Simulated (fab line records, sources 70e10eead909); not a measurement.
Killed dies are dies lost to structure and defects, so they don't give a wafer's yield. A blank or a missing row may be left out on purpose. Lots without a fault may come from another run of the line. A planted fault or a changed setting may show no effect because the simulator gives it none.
Which tool did it? | flow nand_harc | 13 lots, 37 wafers sampled, at 5 steps of a route of 1159

WHAT THE GAUGES READ, wafer by wafer
NHARC_END_SORT_01.
lot  | measured     | on        | killed_at_array | killed_at_other | killed_at_periphery | killed_dies | killed_open | killed_short
L769 | day 25 11:40 | prober-02 | 21 509          | 0 0             | 5 3                 | 26 512      | 6 5         | 2 0

WHICH TOOL RAN EACH LOT (tool, then ch and the chambers of the sampled wafers, then the start)
lot  | NHARC_A_STAIRCASE_CMP_450     | NHARC_A_STAIRCASE_CMP_152     | NHARC_A_SGD_CUT_ETCH_15                       | NHARC_A_SGD_CUT_ETCH_16
L757 | cmp-03 ch 0,2, day 13 20:09   | cmp-03 ch 0,2, day 13 20:13   | rie_diel-08 ch 2,3, day 14 01:26 or earlier   | rie_diel-08 ch 1,2,3, day 14 01:26
L759 | cmp-02 ch 0,1,2, day 14 00:23 | cmp-02 ch 0,1,2, day 14 00:27 | rie_diel-04 ch 2,3, day 14 03:46 or earlier   | rie_diel-04 ch 1,3, day 14 03:46
L761 | cmp-03 ch 1,2,3, day 14 12:52 | cmp-03 ch 1,2,3, day 14 12:56 | rie_diel-04 ch 1,2,3, day 14 16:12 or earlier | rie_diel-04 ch 0,2, day 14 16:12
L760 | cmp-04 ch 0,2,3, day 14 14:04 | cmp-04 ch 0,2,3, day 14 14:08 | rie_diel-01 ch 2,3, day 14 17:38              | rie_diel-01 ch 2,3, day 14 17:47
L762 | cmp-04 ch 0,1,2, day 14 17:51 | cmp-04 ch 0,1,2, day 14 17:56 | rie_diel-08 ch 1,3, day 14 21:20 or earlier   | rie_diel-08 ch 1,2,3, day 14 21:20
L765 | cmp-02 ch 1,2, day 15 18:19   | cmp-02 ch 1,2, day 15 18:23   | rie_diel-01 ch 1,2, day 15 21:45 or earlier   | rie_diel-01 ch 1,2, day 15 21:45
L763 | cmp-03 ch 0,1, day 16 01:44   | cmp-03 ch 0,1, day 16 01:49   | rie_diel-01 ch 0,3, day 16 05:09 or earlier   | rie_diel-01 ch 0,2,3, day 16 05:09
L769 | cmp-04 ch 0,1, day 16 19:49   | cmp-04 ch 0,1, day 16 19:53   | rie_diel-08 ch 2,3, day 16 23:15 or earlier   | rie_diel-08 ch 0,1, day 16 23:15
L771 | cmp-02 ch 1,3, day 17 08:58   | cmp-02 ch 1,3, day 17 09:03   | rie_diel-08 ch 0,2, day 17 13:12 or earlier   | rie_diel-08 ch 0,3, day 17 13:12
L773 | cmp-03 ch 2,3, day 17 16:56   | cmp-03 ch 2,3, day 17 17:01   | rie_diel-01 ch 0,1, day 17 20:26 or earlier   | rie_diel-01 ch 1,3, day 17 20:26
L774 | cmp-03 ch 1,3, day 17 17:11   | cmp-03 ch 1,3, day 17 17:15   | rie_diel-01 ch 1,2, day 17 20:55 or earlier   | rie_diel-01 ch 0,3, day 17 20:55
L777 | cmp-02 ch 0,2,3, day 18 11:43 | cmp-02 ch 0,2,3, day 18 11:48 | rie_diel-04 ch 0,2,3, day 18 16:58 or earlier | rie_diel-04 ch 1,2,3, day 18 16:58
L775 | cmp-03 ch 1,2, day 18 22:28   | cmp-03 ch 1,2, day 18 22:32   | rie_diel-01 ch 2,3, day 19 01:52 or earlier   | rie_diel-01 ch 0,3, day 19 01:52
- NHARC_A_STAIRCASE_CMP_450: polishes SiO2, target thk 200 nm.
- NHARC_A_STAIRCASE_CMP_152: polishes.
- NHARC_A_SGD_CUT_ETCH_15: etches the open film in CH3F/O2, target depth 75 nm, time 64.3 s.
- NHARC_A_SGD_CUT_ETCH_16: etches the open film in C4F8/O2/Ar, target depth 310.5 nm, time 155.2 s.

WHAT THE TOOLS THEMSELVES READ (means of the sampled wafers that have a number; where no wafer has one, the mark that the record gives instead)
NHARC_A_STAIRCASE_CMP_450.
lot  | tool   | motor_current_A (A) | slurry_filter_dp_kPa (kPa)
L757 | cmp-03 | 13.1                | 13.50
L759 | cmp-02 | 11.1                | 13.47
L761 | cmp-03 | 12.1                | 13.49
L760 | cmp-04 | 11.7                | 13.53
L762 | cmp-04 | 12.5                | 13.47
L765 | cmp-02 | 11.6                | 13.55
L763 | cmp-03 | 11.5                | 13.51
L769 | cmp-04 | 12.5                | 13.46
L771 | cmp-02 | 11.7                | 13.55
L773 | cmp-03 | 13.0                | 13.50
L774 | cmp-03 | 10.9                | 13.54
L777 | cmp-02 | 11.2                | 13.53
L775 | cmp-03 | 12.2                | 13.45

NHARC_A_STAIRCASE_CMP_152.
lot  | tool   | motor_current_A (A) | slurry_filter_dp_kPa (kPa)
L757 | cmp-03 | 12.9                | 13.53
L759 | cmp-02 | 11.4                | 13.40
L761 | cmp-03 | 11.9                | 13.57
L760 | cmp-04 | 12.6                | 13.49
L762 | cmp-04 | 12.8                | 13.45
L765 | cmp-02 | 11.4                | 13.49
L763 | cmp-03 | 11.9                | 13.44
L769 | cmp-04 | 12.3                | 13.52
L771 | cmp-02 | 11.4                | 13.44
L773 | cmp-03 | 13.4                | 13.46
L774 | cmp-03 | 10.9                | 13.28
L777 | cmp-02 | 10.6                | 13.49
L775 | cmp-03 | 12.1                | 13.54

NHARC_A_SGD_CUT_ETCH_15.
lot  | tool        | chamber_pressure_mTorr (mTorr) | drypump_motor_current_A (A) | mfc_ar_sccm (sccm) | o2_flow_sccm (sccm) | oes_product_au (a.u.) | rf_vpp_V (V) | run_length_s (s) | showerhead_plenum_p_Torr (Torr) | throttle_valve_pct (%)
L757 | rie_diel-08 | 24.983                         | 5.6                         | 199.3              | 30.02               | 0.953                 | 262.2        | 85.9             | 2.35                            | 20.667
L759 | rie_diel-04 | 25.018                         | 5.7                         | 200.0              | 29.84               | 0.957                 | 265.2        | 85.7             | 2.56                            | 20.654
L761 | rie_diel-04 | 25.003                         | 5.6                         | 200.2              | 29.92               | 0.974                 | 264.1        | 86.0             | 2.50                            | 20.663
L760 | rie_diel-01 | 25.021                         | 5.8                         | 199.7              | 30.12               | 0.963                 | 263.4        | 86.0             | 2.46                            | 20.661
L762 | rie_diel-08 | 25.000                         | 5.5                         | 199.4              | 30.02               | 0.946                 | 263.0        | 86.2             | 2.41                            | 20.660
L765 | rie_diel-01 | 24.994                         | 5.4                         | 199.8              | 30.04               | 0.959                 | 263.6        | 85.6             | 2.45                            | 20.665
L763 | rie_diel-01 | 25.017                         | 5.5                         | 199.8              | 30.08               | 0.977                 | 262.5        | 86.3             | 2.40                            | 20.664
L769 | rie_diel-08 | 24.992                         | 5.7                         | 199.8              | 29.93               | 0.960                 | 262.9        | 85.9             | 2.37                            | 20.662
L771 | rie_diel-08 | 25.009                         | 6.0                         | 200.2              | 30.01               | 0.961                 | 263.1        | 85.8             | 2.41                            | 20.655
L773 | rie_diel-01 | 24.988                         | 5.1                         | 200.0              | 29.97               | 0.968                 | 263.2        | 85.6             | 2.39                            | 20.664
L774 | rie_diel-01 | 24.995                         | 5.5                         | 200.4              | 29.99               | 0.947                 | 264.3        | 85.3             | 2.53                            | 20.660
L777 | rie_diel-04 | 24.976                         | 5.7                         | 199.7              | 30.03               | 0.966                 | 264.1        | 85.7             | 2.48                            | 20.659
L775 | rie_diel-01 | 24.984                         | 5.7                         | 199.7              | 29.98               | 0.969                 | 264.6        | 85.6             | 2.54                            | 20.665

NHARC_A_SGD_CUT_ETCH_16.
lot  | tool        | chamber_pressure_mTorr (mTorr) | oes_product_au (a.u.) | rf_vpp_V (V) | run_length_s (s)
L757 | rie_diel-08 | 24.989                         | 0.975                 | 723          | 176.7
L759 | rie_diel-04 | 24.996                         | 0.995                 | 723          | 176.9
L761 | rie_diel-04 | 24.996                         | 0.977                 | 722          | 176.5
L760 | rie_diel-01 | 25.007                         | 0.979                 | 724          | 177.0
L762 | rie_diel-08 | 25.001                         | 0.967                 | 723          | 176.5
L765 | rie_diel-01 | 25.014                         | 0.975                 | 726          | 176.4
L763 | rie_diel-01 | 24.976                         | 0.983                 | 725          | 176.5
L769 | rie_diel-08 | 24.978                         | 0.986                 | 724          | 183.9
L771 | rie_diel-08 | 24.992                         | 0.966                 | 718          | 184.2
L773 | rie_diel-01 | 24.979                         | 0.977                 | 719          | 176.7
L774 | rie_diel-01 | 24.986                         | 0.962                 | 722          | 176.7
L777 | rie_diel-04 | 24.991                         | 0.980                 | 725          | 176.9
L775 | rie_diel-01 | 25.015                         | 0.983                 | 721          | 177.2

THE ANSWER, worked out from the rows above alone
Rule: what is usual is taken from the lots themselves. Put in order of their means at a reading, lots are off if they are a third of the lots or fewer, leave a main group of 4 or more, and stand apart from it by a gap of 3 or more times the standard deviation of the main group's means; of several such gaps the widest counts. A main group whose means are all the same, to the digits that the tables above print for the reading, isn't used. A lot without any number at a reading at which 4 lots or more have one is off too. The other lots that the step has rows for count as sound. The gauges are gone through in route order, then the tools' own readings, and for those a lot's mean is taken as printed above. The first step at which some lot is off is used, and at that step the reading that is off furthest; a lot without a number counts as furthest.
Off: L769, L771, at NHARC_A_SGD_CUT_ETCH_16 (run_length_s). The main group: mean 176.7 s, standard deviation 0.24.
A tool fits if, at that step or a process step before it, it ran every lot that is off, and no sound lot after the first of them. NHARC_A_SGD_CUT_ETCH_15 gives no start for some lots, so the hours and the order of its lots are those of NHARC_A_SGD_CUT_ETCH_16. One fits: rie_diel-08 at NHARC_A_SGD_CUT_ETCH_15 and NHARC_A_SGD_CUT_ETCH_16. At NHARC_A_SGD_CUT_ETCH_15 its last sound lot is L762 (day 14 21:20), its first lot that is off L769 (day 16 23:15): a fault that began between those two fits.

WHAT THE SIMULATOR HAD PUT IN
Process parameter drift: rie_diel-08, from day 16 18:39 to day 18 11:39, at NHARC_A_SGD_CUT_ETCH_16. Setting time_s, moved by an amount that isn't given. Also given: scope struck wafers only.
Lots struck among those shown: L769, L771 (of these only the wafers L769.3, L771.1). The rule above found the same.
